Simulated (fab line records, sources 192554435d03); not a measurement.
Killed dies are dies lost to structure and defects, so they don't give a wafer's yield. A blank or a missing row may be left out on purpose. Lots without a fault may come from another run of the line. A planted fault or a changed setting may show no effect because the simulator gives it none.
Problem report in the 8D (eight disciplines) form, filled by code | flow n5_finfet | the parts of the form that need people (team, actions taken, sign-off) are left out

1. THE PROBLEM
trench_depth_nm at N5_BEOL_M9_OCD_MEAS_38 reads a mean of 123.1 nm on 2 wafers of 1 lot; wafers without a fault read 150.9 nm with a standard deviation of 2.4. That is -12 standard deviations from the usual mean.
First seen on wafer L699.2, day 11 09:11, on ocd-01. The record holds 19 wafers of 7 lots with a number at this step. Rule for "out", or "out of limits": more than 4 standard deviations from the usual mean. The other wafers with a number count as sound.

2. WHAT IT IS AND WHAT IT IS NOT
question                    | is                     | is not
which readings at this step | trench_depth_nm        | -
which lots                  | L699                   | L696, L707, L711, L715, L717, L718
which wafers of those lots  | all that have a number | -
read on which gauges        | ocd-01                 | ocd-02
when                        | from day 11 09:11      | up to then (3 sound wafers); but 14 sound wafers of L707, L711, L715, L717, L718 came after

3. SUSPECTS, AND WHAT RULES EACH OUT
Counting: a tool at a process step up to the reading stays a suspect if it ran every lot that is out and no sound lot after the first of them.
- the gauge at N5_BEOL_M9_OCD_MEAS_38: ruled out. All the wafers that are out were read on ocd-01, but those of them that N5_BEOL_M9_THK_MEAS_53 has rows for are out there too, on other tools.
- rie_diel-04 at N5_BEOL_M9_STRIP_67 (strips in CF4): ruled out as a lasting fault. Sound lots L715 ran on it after its first lot that is out, L699 (day 11 07:25).
- rie_diel-04 at N5_BEOL_M9_ETCH_65 (etches SiARC in CF4, target depth 15.6 nm, time 26 s): ruled out as a lasting fault. Sound lots L711, L715, L717, L718 ran on it after its first lot that is out, L699 (day 11 08:47).
- rie_diel-04 at N5_BEOL_M9_TRENCH_ETCH_37 (etches SiCOH lowk in C4F6/O2, target depth 151.43 nm, time 49 s): ruled out as a lasting fault. Sound lots L711, L715, L717, L718 ran on it after its first lot that is out, L699 (day 11 09:01).
Left after counting: nothing in the record.

4. THE CAUSE (what the simulator had put in)
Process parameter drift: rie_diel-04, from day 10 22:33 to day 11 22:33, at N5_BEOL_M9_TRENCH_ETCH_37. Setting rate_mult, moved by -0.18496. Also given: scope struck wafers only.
Counting ruled it out, wrongly: the rule takes a fault to strike every lot that its tool runs from its start on, and this one did not.

5. THE CHAIN OF EFFECTS, in route order
Each row: a reading whose mean over the struck wafers that have a number lies more than 3 standard deviations from the usual. Only readings for which the record gives a usual standard deviation are gone through. hours: the time from each lot's start at the first step in this table that gives one to its start at this step, as a median over the lots. sigmas: the change in usual standard deviations.
hours | step                    | reading          | usual        | on struck wafers | change | sigmas
0     | N5_BEOL_M9_OCD_MEAS_38  | trench_depth_nm  | 150.9 nm     | 123.1            | -27.8  | -12
2     | N5_BEOL_M9_THK_MEAS_53  | M9_THK           | 135.9 nm     | 107.5            | -28.4  | -11
2     | N5_BEOL_M9_RS_MEAS_57   | M9_RS            | 0.152 ohm/sq | 0.196            | +0.044 | +13
38    | N5_BEOL_M15_RC_MEAS_101 | SERP_M9          | 3.08 ohm/um  | 3.94             | +0.85  | +10
38    | N5_BEOL_M15_RC_MEAS_101 | SERP_M9_max_site | 3.17 ohm/um  | 4.00             | +0.83  | +10

6. WHAT WOULD HAVE CAUGHT IT SOONER
In this record the first reading out of limits at a measuring or inspecting step was taken at day 11 09:11, 11 hours after the fault began at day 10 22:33.
Of the tool readings at N5_BEOL_M9_TRENCH_ETCH_37 for which the record gives a usual standard deviation, none was out on any struck wafer, so an alarm limit of 4 standard deviations on them would not have fired.
